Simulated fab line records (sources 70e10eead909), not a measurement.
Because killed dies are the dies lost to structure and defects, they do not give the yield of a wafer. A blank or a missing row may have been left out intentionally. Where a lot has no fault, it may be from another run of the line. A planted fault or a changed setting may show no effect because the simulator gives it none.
Chamber matching    flow nandHarc    pecvd-01 running NHARC_A_STAIRCASE_DEP_322: 3 sister chambers
The step deposits SiO2, target thk 7200 nm. 3 wafers are shown with their chamber, then 8 later ones without.

WAFERS WITH THEIR CHAMBER
wafer   chamber  heaterPowerW (W)
L089.2  1        722
L089.6  2        660
L090.2  0        633

WAFERS WITH NO CHAMBER GIVEN
wafer   heaterPowerW (W)
L090.4  649
L090.6  521
L092.3  710
L092.4  515
L092.5  658
L094.2  630
L094.3  764
L094.4  499

WHICH CHAMBER EACH WENT THROUGH
wafer   from the rows above           in truth
L090.4  can't be placed: 2 or 0 or 1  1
L090.6  can't be placed: 0 or 2 or 1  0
L092.3  can't be placed: 1 or 2 or 0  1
L092.4  can't be placed: 0 or 2 or 1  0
L092.5  can't be placed: 2 or 0 or 1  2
L094.2  can't be placed: 0 or 2 or 1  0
L094.3  can't be placed: 1 or 2 or 0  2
L094.4  can't be placed: 0 or 2 or 1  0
Placed correctly: 0 of 8. From these rows, 8 cannot be placed; in 8 the true chamber is one of the candidates. Number placed wrongly: 0.
How it was worked out, from the rows above alone: a wafer's distance from a chamber is the root of the sum, over the readings, of the square of ((its reading less the chamber's mean) divided by the reading's scatter). If the next closest chamber is less than 2 further off than the closest, the wafer can't be placed; otherwise it belongs to the closest. For every chamber, the mean is computed from those of its wafers that are shown. The scatter: with one shown wafer a chamber, the root of the mean of the squares of how far each hidden wafer lies from its nearest shown one.
